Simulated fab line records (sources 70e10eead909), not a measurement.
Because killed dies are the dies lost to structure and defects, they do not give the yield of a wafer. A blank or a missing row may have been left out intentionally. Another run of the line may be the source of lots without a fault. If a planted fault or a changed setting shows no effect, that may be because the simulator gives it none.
Matching of chambers || flow nandHarc || rieDiel-04 running NHARC_A_STAIRCASE_DESCUM_291: 4 sister chambers
The step chemistry O2, time 3 s. 4 wafers are shown with their chamber, then 11 later ones without.

EACH WAFER AND ITS CHAMBER
{"wafer": "L087.2", "chamber": 2, "showerheadPlenumPTorr (Torr)": 1.94}
{"wafer": "L087.4", "chamber": 3, "showerheadPlenumPTorr (Torr)": 1.79}
{"wafer": "L091.3", "chamber": 1, "showerheadPlenumPTorr (Torr)": 1.91}
{"wafer": "L090.1", "chamber": 0, "showerheadPlenumPTorr (Torr)": 1.94}

WAFERS MISSING THEIR CHAMBER
{"wafer": "L090.2", "showerheadPlenumPTorr (Torr)": 1.91}
{"wafer": "L090.4", "showerheadPlenumPTorr (Torr)": 1.94}
{"wafer": "L094.1", "showerheadPlenumPTorr (Torr)": 1.79}
{"wafer": "L094.3", "showerheadPlenumPTorr (Torr)": 1.93}
{"wafer": "L094.5", "showerheadPlenumPTorr (Torr)": 1.79}
{"wafer": "L093.2", "showerheadPlenumPTorr (Torr)": 1.93}
{"wafer": "L093.3", "showerheadPlenumPTorr (Torr)": 1.79}
{"wafer": "L093.5", "showerheadPlenumPTorr (Torr)": 1.94}
{"wafer": "L097.2", "showerheadPlenumPTorr (Torr)": 1.93}
{"wafer": "L097.4", "showerheadPlenumPTorr (Torr)": 1.79}
{"wafer": "L097.5", "showerheadPlenumPTorr (Torr)": 1.93}

WHICH CHAMBER EACH WENT THROUGH
{"wafer": "L090.2", "from the rows above": 1, "in truth": 1}
{"wafer": "L090.4", "from the rows above": "can't be placed: 0 or 2", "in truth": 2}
{"wafer": "L094.1", "from the rows above": 3, "in truth": 3}
{"wafer": "L094.3", "from the rows above": "can't be placed: 0 or 2 or 1", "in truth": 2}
{"wafer": "L094.5", "from the rows above": 3, "in truth": 3}
{"wafer": "L093.2", "from the rows above": "can't be placed: 0 or 2 or 1", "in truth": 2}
{"wafer": "L093.3", "from the rows above": 3, "in truth": 3}
{"wafer": "L093.5", "from the rows above": "can't be placed: 0 or 2", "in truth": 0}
{"wafer": "L097.2", "from the rows above": "can't be placed: 0 or 2 or 1", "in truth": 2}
{"wafer": "L097.4", "from the rows above": 3, "in truth": 3}
{"wafer": "L097.5", "from the rows above": "can't be placed: 0 or 2 or 1", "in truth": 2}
5 of 11 placed correctly. Cannot be placed on the basis of these rows: 6; the candidates contain the true chamber in 6. Number placed wrongly: 0.
How it was worked out, from the rows above alone: a wafer's distance from a chamber is the root of the sum, over the readings, of the square of ((its reading less the chamber's mean) divided by the reading's scatter). The wafer belongs to the nearest chamber; if the next one is less than 2 further off, it can't be placed. For every chamber, the mean is computed from those of its wafers that are shown. The scatter (one wafer shown for each chamber): square how far every hidden wafer sits from the nearest shown wafer, average those squares and take the square root.
